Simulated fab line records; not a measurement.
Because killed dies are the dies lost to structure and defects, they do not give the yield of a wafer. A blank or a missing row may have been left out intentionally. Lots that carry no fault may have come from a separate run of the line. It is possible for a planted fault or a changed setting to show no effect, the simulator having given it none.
Split-lot study -- flow n5 finfet -- on a route of 1938 steps: 7 lots, 21 wafers read

ON THE SPLIT
At N5_MOL_CONTACT_COAG_ETCH_91 (etches SOC in N2/H2, target depth 60 nm, overetch 21 nm, time 101.2 s), the setting time s was moved away from the recipe's 101.2 s on 8 of the 21 wafers read, by -22.1% to +13.1%. The other wafers ran this setting at the recipe's value.

The reading comes from the split's own step.

THE READING
SiARC_of_MOL_CONTACT_COAG_COAT_76.thk nm (the simulator's own value, which no gauge read), in nm, at N5_MOL_CONTACT_COAG_ETCH_91 (etches SOC in N2/H2, target depth 60 nm, overetch 21 nm, time 101.2 s). The file gives no usual value for it. Here, 13 wafers ran the recipe; their average is 5.9 nm with a standard deviation of 0.17 nm.

wafer,"tool, chamber at the split","time s as run, s",against the recipe,"SiARC_of_MOL_CONTACT_COAG_COAT_76.thk nm, nm",against lot-mates on the recipe
L077.1,"rie diel-01, 3",101.2,recipe,5.8,-
L077.2,"rie diel-01, 2",108.3,+7.0%,5.8,+0.0
L077.4,"rie diel-01, 3",108.3,+7.0%,5.4,-0.4
L078.2,"rie diel-06, 3",101.2,recipe,6.2,-
L078.4,"rie diel-06, 2",101.2,recipe,5.8,-
L078.5,"rie diel-06, 0",114.5,+13.1%,5.6,-0.4
L080.1,"rie diel-01, 1",101.2,recipe,5.8,-
L080.2,"rie diel-01, 2",101.2,recipe,6,-
L080.5,"rie diel-01, 2",101.2,recipe,6,-
L090.2,"rie diel-05, 3",108.1,+6.8%,5.4,-0.4
L090.5,"rie diel-05, 3",108.1,+6.8%,5.4,-0.4
L090.3,"rie diel-05, 2",101.2,recipe,5.8,-
L092.3,"rie diel-01, 2",101.2,recipe,6,-
L092.4,"rie diel-01, 1",101.2,recipe,5.8,-
L092.6,"rie diel-01, 2",101.2,recipe,6.2,-
L096.3,"rie diel-06, 0",78.82,-22.1%,7,+1.4
L096.4,"rie diel-06, 1",78.82,-22.1%,6.8,+1.2
L096.6,"rie diel-06, 2",101.2,recipe,5.6,-
L097.1,"rie diel-06, 2",88.71,-12.3%,6.4,+0.5
L097.2,"rie diel-06, 0",101.2,recipe,6,-
L097.5,"rie diel-06, 2",101.2,recipe,5.8,-

THE FIT
A straight line over all 21 wafers: SiARC_of_MOL_CONTACT_COAG_COAT_76.thk nm changes by -0.0437 nm for each +1% of time s; r = -0.90; the points scatter about the line by 0.18 nm.
The same after taking each lot's own level away (the mean of its wafers on the recipe; 21 wafers): -0.0513 nm for each +1%; r = -0.94; scatter 0.16 nm.
Per that fit: largest time s move, reading shift of 1.1 nm.
The lots' own levels span 5.60 to 6.00 nm, that is 2.4 times the standard deviation above.
Hence the slope depends on the lot-to-lot level, as the two fits are not the same.
Check: with one of the wafers moved furthest among these (-22.1%) left out of the fit, the line predicts +1.04 nm for it against its lot-mates. Against them it came out at +1.4 nm.

THESE WAFERS: OTHER SPLITS
Before the reading, these wafers also passed through other splits. Each is held against what the fit with the lots' levels taken away leaves over:
other split on the same wafers,wafers away from the commonest value,r with SiARC_of_MOL_CONTACT_COAG_COAT_76.thk nm (lot level and that fit taken away)
N5_SD_EPI_N_ETCH_16 target depth a,7,-0.13
N5_SDB_COAT_03 spin rpm,9,-0.25
N5_HKMG_FIN_ETCH_54 source w,7,+0.10
N5_GATE_CUT_ETCH_56 icp w,5,-0.10

THE FILE'S OWN FIT
SiARC_of_MOL_CONTACT_COAG_COAT_76.thk nm changes by -0.0487 nm for each +1% of time s, r = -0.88.
